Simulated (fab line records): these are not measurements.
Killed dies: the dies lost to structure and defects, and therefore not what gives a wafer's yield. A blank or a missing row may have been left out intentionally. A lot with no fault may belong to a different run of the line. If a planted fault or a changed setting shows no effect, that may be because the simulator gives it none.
The tool behind it: which one? :: flow n5 finfet :: 11 lots, 33 wafers sampled, at 4 steps of a route of 1938

## WHAT THE GAUGES SHOWED, per wafer
N5_BEOL_M2_CD_MEAS_28: target cd 26.2 nm, target cd y 24.1 nm.
lot: L325
measured: day 7 15:58
on: cd sem-02
cd nm (nm): 26.24 26.44 26.15

lot: L326
measured: day 7 17:47
on: cd sem-02
cd nm (nm): 26.12 25.99 26.19

lot: L332
measured: day 9 02:19
on: cd sem-02
cd nm (nm): 26.17 26.46 26.47

lot: L335
measured: day 9 18:35
on: cd sem-01
cd nm (nm): 26.18 26.12 26.05

lot: L337
measured: day 10 16:01
on: cd sem-02
cd nm (nm): 26.33 26.06 26.57

lot: L338
measured: day 10 18:56
on: cd sem-02
cd nm (nm): 26.17 26.27 26.19

lot: L339
measured: day 11 11:36
on: cd sem-03
cd nm (nm): 26.34 26.39 26.21

lot: L341
measured: day 11 17:44
on: cd sem-02
cd nm (nm): 25.95 25.87 26.41

lot: L342
measured: day 12 06:16
on: cd sem-02
cd nm (nm): 26.58 26.47 26.43

lot: L344
measured: day 12 11:58
on: cd sem-01
cd nm (nm): 26.69 26.23 26.07

lot: L345
measured: day 12 12:54
on: cd sem-02
cd nm (nm): 26.17 26.35 25.80

N5_BEOL_M4_RC_MEAS_101.
lot: L325
measured: day 9 12:20
on: prober-01
DIBL_N (mV/V): 36.2 36.3 35.1
DIBL_P (mV/V): 35.6 34.6 34.0
IOFF_N (nA/um): 0.170 0.162 0.144
IOFF_P (nA/um): 0.205 0.180 0.169
ION_N (uA/um): 681 673 677
ION_P (uA/um): 461 455 454
SS_N (mV/dec): 72.0 71.7 71.5
SS_P (mV/dec): 73.3 73.7 73.6
VT_N (mV): 244 249 250
VT_P (mV): -249.8 -252.2 -253.3

lot: L326
measured: day 10 05:55
on: prober-01
DIBL_N (mV/V): 34.3 34.1 35.5
DIBL_P (mV/V): 35.6 34.4 36.1
IOFF_N (nA/um): 0.126 0.120 0.141
IOFF_P (nA/um): 0.196 0.192 0.218
ION_N (uA/um): 674 677 673
ION_P (uA/um): 469 472 472
SS_N (mV/dec): 70.8 71.4 71.5
SS_P (mV/dec): 72.6 72.4 73.1
VT_N (mV): 250 254 248
VT_P (mV): -251.6 -249.2 -245.6

lot: L332
measured: day 11 17:06
on: prober-02
DIBL_N (mV/V): 37.6 38.0 37.2
DIBL_P (mV/V): 37.8 38.8 37.7
IOFF_N (nA/um): 0.163 0.179 0.159
IOFF_P (nA/um): 0.190 0.210 0.185
ION_N (uA/um): 677 678 670
ION_P (uA/um): 453 461 452
SS_N (mV/dec): 72.0 72.1 71.9
SS_P (mV/dec): 73.5 73.9 73.5
VT_N (mV): 249 250 249
VT_P (mV): -252.8 -250.8 -255.0

lot: L335
measured: day 12 11:01
on: prober-01
DIBL_N (mV/V): 39.9 36.8 38.7
DIBL_P (mV/V): 36.8 32.7 35.2
IOFF_N (nA/um): 0.185 0.114 0.155
IOFF_P (nA/um): 0.245 0.179 0.214
ION_N (uA/um): 683 657 676
ION_P (uA/um): 464 461 465
SS_N (mV/dec): 70.8 70.9 71.2
SS_P (mV/dec): 73.8 72.2 73.6
VT_N (mV): 248 254 250
VT_P (mV): -249.2 -251.9 -249.4

lot: L341
measured: day 13 23:07
on: prober-02
DIBL_N (mV/V): 34.7 34.6 33.9
DIBL_P (mV/V): 36.0 35.4 34.7
IOFF_N (nA/um): 0.134 0.130 0.116
IOFF_P (nA/um): 0.192 0.187 0.168
ION_N (uA/um): 678 661 665
ION_P (uA/um): 465 459 456
SS_N (mV/dec): 71.1 71.7 71.0
SS_P (mV/dec): 72.3 72.1 72.4
VT_N (mV): 252 251 254
VT_P (mV): -251.0 -251.1 -252.2

lot: L342
measured: day 14 03:29
on: prober-02
DIBL_N (mV/V): 35.8 34.8 35.5
DIBL_P (mV/V): 35.7 34.3 35.9
IOFF_N (nA/um): 0.152 0.131 0.142
IOFF_P (nA/um): 0.211 0.188 0.224
ION_N (uA/um): 673 672 673
ION_P (uA/um): 468 465 467
SS_N (mV/dec): 71.3 71.2 71.6
SS_P (mV/dec): 73.6 73.3 73.2
VT_N (mV): 252 251 252
VT_P (mV): -248.7 -250.2 -248.7

lot: L344
measured: day 14 15:42
on: prober-02
DIBL_N (mV/V): 37.2 36.8 35.9
DIBL_P (mV/V): 38.6 37.0 35.9
IOFF_N (nA/um): 0.187 0.166 0.152
IOFF_P (nA/um): 0.259 0.228 0.212
ION_N (uA/um): 685 671 675
ION_P (uA/um): 477 465 467
SS_N (mV/dec): 72.3 72.1 71.6
SS_P (mV/dec): 73.5 74.1 73.8
VT_N (mV): 246 248 249
VT_P (mV): -249.3 -249.0 -250.1

lot: L345
measured: day 15 06:20
on: prober-02
DIBL_N (mV/V): 37.0 35.1 36.8
DIBL_P (mV/V): 38.0 36.5 38.2
IOFF_N (nA/um): 0.164 0.139 0.174
IOFF_P (nA/um): 0.233 0.205 0.235
ION_N (uA/um): 669 669 676
ION_P (uA/um): 468 465 467
SS_N (mV/dec): 71.6 71.4 71.8
SS_P (mV/dec): 73.6 72.4 72.8
VT_N (mV): 250 252 249
VT_P (mV): -249.7 -248.6 -249.1

## TOOL THAT RAN EACH LOT (tool first, then ch and the chambers of the sampled wafers, then the start)
lot: L325
N5_BEOL_M2_ETCH_41: rie diel-02 ch 0,2, day 8 02:16
N5_BEOL_M2_PRE_CLEAN_45: pvd sputter-02, day 8 03:04

lot: L326
N5_BEOL_M2_ETCH_41: rie diel-02 ch 1,2, day 8 18:22
N5_BEOL_M2_PRE_CLEAN_45: pvd sputter-01, day 8 20:32

lot: L332
N5_BEOL_M2_ETCH_41: rie diel-03 ch 0,1,2, day 9 23:52
N5_BEOL_M2_PRE_CLEAN_45: pvd sputter-03, day 10 00:49

lot: L335
N5_BEOL_M2_ETCH_41: rie diel-03 ch 1,2,3, day 10 05:21
N5_BEOL_M2_PRE_CLEAN_45: pvd sputter-02, day 10 06:05

lot: L337
N5_BEOL_M2_ETCH_41: rie diel-02 ch 2,3, day 10 21:05
N5_BEOL_M2_PRE_CLEAN_45: pvd sputter-03, day 10 21:29

lot: L338
N5_BEOL_M2_ETCH_41: rie diel-05 ch 0,1, day 11 10:05
N5_BEOL_M2_PRE_CLEAN_45: pvd sputter-03, day 11 10:46

lot: L339
N5_BEOL_M2_ETCH_41: rie diel-02 ch 0,1,3, day 11 18:59
N5_BEOL_M2_PRE_CLEAN_45: pvd sputter-03, day 11 19:48

lot: L341
N5_BEOL_M2_ETCH_41: rie diel-05 ch 0,1,3, day 12 12:07
N5_BEOL_M2_PRE_CLEAN_45: pvd sputter-02, day 12 12:33

lot: L342
N5_BEOL_M2_ETCH_41: rie diel-02 ch 1,2,3, day 12 16:37
N5_BEOL_M2_PRE_CLEAN_45: pvd sputter-03, day 12 17:06

lot: L344
N5_BEOL_M2_ETCH_41: rie diel-05 ch 1,2,3, day 13 00:55
N5_BEOL_M2_PRE_CLEAN_45: pvd sputter-03, day 13 01:17

lot: L345
N5_BEOL_M2_ETCH_41: rie diel-02 ch 1,2, day 13 05:02
N5_BEOL_M2_PRE_CLEAN_45: pvd sputter-03, day 13 05:32
- N5_BEOL_M2_ETCH_41: etches SiCN in CH3F/O2, target depth 29.9 nm, time 52.5 s.
- N5_BEOL_M2_PRE_CLEAN_45: time 30 s.

## WHAT THE TOOLS THEMSELVES READ (means of the sampled wafers that have a number; where no wafer has one, the mark that the record gives instead)
N5_BEOL_M2_ETCH_41.
lot: L325
tool: rie diel-02
CH3F_flow_sccm (sccm): 30.08
O2_flow_sccm (sccm): 19.98
drypump motor current A (A): 6.0
oes product au (a.u.): 0.71
rf vpp V (V): 295.9
showerhead plenum p Torr (Torr): 1.95
throttle valve pct (%): 16.60

lot: L326
tool: rie diel-02
CH3F_flow_sccm (sccm): 29.97
O2_flow_sccm (sccm): 19.99
drypump motor current A (A): 5.7
oes product au (a.u.): 0.75
rf vpp V (V): 295.2
showerhead plenum p Torr (Torr): 1.91
throttle valve pct (%): 16.52

lot: L332
tool: rie diel-03
CH3F_flow_sccm (sccm): 29.98
O2_flow_sccm (sccm): 19.97
drypump motor current A (A): 6.3
oes product au (a.u.): 0.82
rf vpp V (V): 299.2
showerhead plenum p Torr (Torr): 2.08
throttle valve pct (%): 16.16

lot: L335
tool: rie diel-03
CH3F_flow_sccm (sccm): 30.01
O2_flow_sccm (sccm): 20.05
drypump motor current A (A): 6.2
oes product au (a.u.): 0.78
rf vpp V (V): 298.2
showerhead plenum p Torr (Torr): 2.06
throttle valve pct (%): 16.30

lot: L337
tool: rie diel-02
CH3F_flow_sccm (sccm): -
O2_flow_sccm (sccm): -
drypump motor current A (A): -
oes product au (a.u.): -
rf vpp V (V): -
showerhead plenum p Torr (Torr): -
throttle valve pct (%): -

lot: L338
tool: rie diel-05
CH3F_flow_sccm (sccm): -
O2_flow_sccm (sccm): -
drypump motor current A (A): -
oes product au (a.u.): -
rf vpp V (V): -
showerhead plenum p Torr (Torr): -
throttle valve pct (%): -

lot: L339
tool: rie diel-02
CH3F_flow_sccm (sccm): -
O2_flow_sccm (sccm): -
drypump motor current A (A): -
oes product au (a.u.): -
rf vpp V (V): -
showerhead plenum p Torr (Torr): -
throttle valve pct (%): -

lot: L341
tool: rie diel-05
CH3F_flow_sccm (sccm): 30.06
O2_flow_sccm (sccm): 20.06
drypump motor current A (A): 5.7
oes product au (a.u.): 0.75
rf vpp V (V): 297.3
showerhead plenum p Torr (Torr): 2.03
throttle valve pct (%): 16.44

lot: L342
tool: rie diel-02
CH3F_flow_sccm (sccm): 29.99
O2_flow_sccm (sccm): 19.91
drypump motor current A (A): 5.6
oes product au (a.u.): 0.85
rf vpp V (V): 298.0
showerhead plenum p Torr (Torr): 2.05
throttle valve pct (%): 16.33

lot: L344
tool: rie diel-05
CH3F_flow_sccm (sccm): 30.02
O2_flow_sccm (sccm): 19.95
drypump motor current A (A): 5.7
oes product au (a.u.): 0.81
rf vpp V (V): 297.6
showerhead plenum p Torr (Torr): 2.01
throttle valve pct (%): 16.19

lot: L345
tool: rie diel-02
CH3F_flow_sccm (sccm): 29.92
O2_flow_sccm (sccm): 19.97
drypump motor current A (A): 5.7
oes product au (a.u.): 0.87
rf vpp V (V): 298.6
showerhead plenum p Torr (Torr): 2.07
throttle valve pct (%): 16.26

N5_BEOL_M2_PRE_CLEAN_45.
lot: L325
tool: pvd sputter-02
heater power w (W): 326

lot: L326
tool: pvd sputter-01
heater power w (W): 295

lot: L332
tool: pvd sputter-03
heater power w (W): 333

lot: L335
tool: pvd sputter-02
heater power w (W): 324

lot: L337
tool: pvd sputter-03
heater power w (W): 328

lot: L338
tool: pvd sputter-03
heater power w (W): 333

lot: L339
tool: pvd sputter-03
heater power w (W): 332

lot: L341
tool: pvd sputter-02
heater power w (W): 321

lot: L342
tool: pvd sputter-03
heater power w (W): 329

lot: L344
tool: pvd sputter-03
heater power w (W): 334

lot: L345
tool: pvd sputter-03
heater power w (W): 325

## THE ANSWER, worked out from the rows above alone
Rule: what is usual is taken from the lots themselves. Put in order of their means at a reading, lots are off if they are a third of the lots or fewer, leave a main group of 4 or more, and stand apart from it by a gap of 3 or more times the standard deviation of the main group's means; of several such gaps the widest counts. A main group whose means are all the same, to the digits that the tables above print for the reading, isn't used. Also off: a lot with no number at a reading for which 4 or more lots have one. Any other lot the step has rows for is counted as sound. The gauges are gone through in route order, then the tools' own readings, and for those a lot's mean is taken as printed above. At the first step where some lot is off, the reading lying furthest off is the one used; lots without a number count as furthest.
Off: L337, L338, L339, at N5_BEOL_M2_ETCH_41 (CH3F_flow_sccm). Without a number there: L337, L338, L339. The main group has a mean of 30.00 sccm with a standard deviation of 0.048.
A tool fits if, at that step or a process step before it, it ran every lot that is off, and no sound lot after the first of them. Of those tried, none fits.

## WHAT HAD BEEN PUT IN BY THE SIMULATOR
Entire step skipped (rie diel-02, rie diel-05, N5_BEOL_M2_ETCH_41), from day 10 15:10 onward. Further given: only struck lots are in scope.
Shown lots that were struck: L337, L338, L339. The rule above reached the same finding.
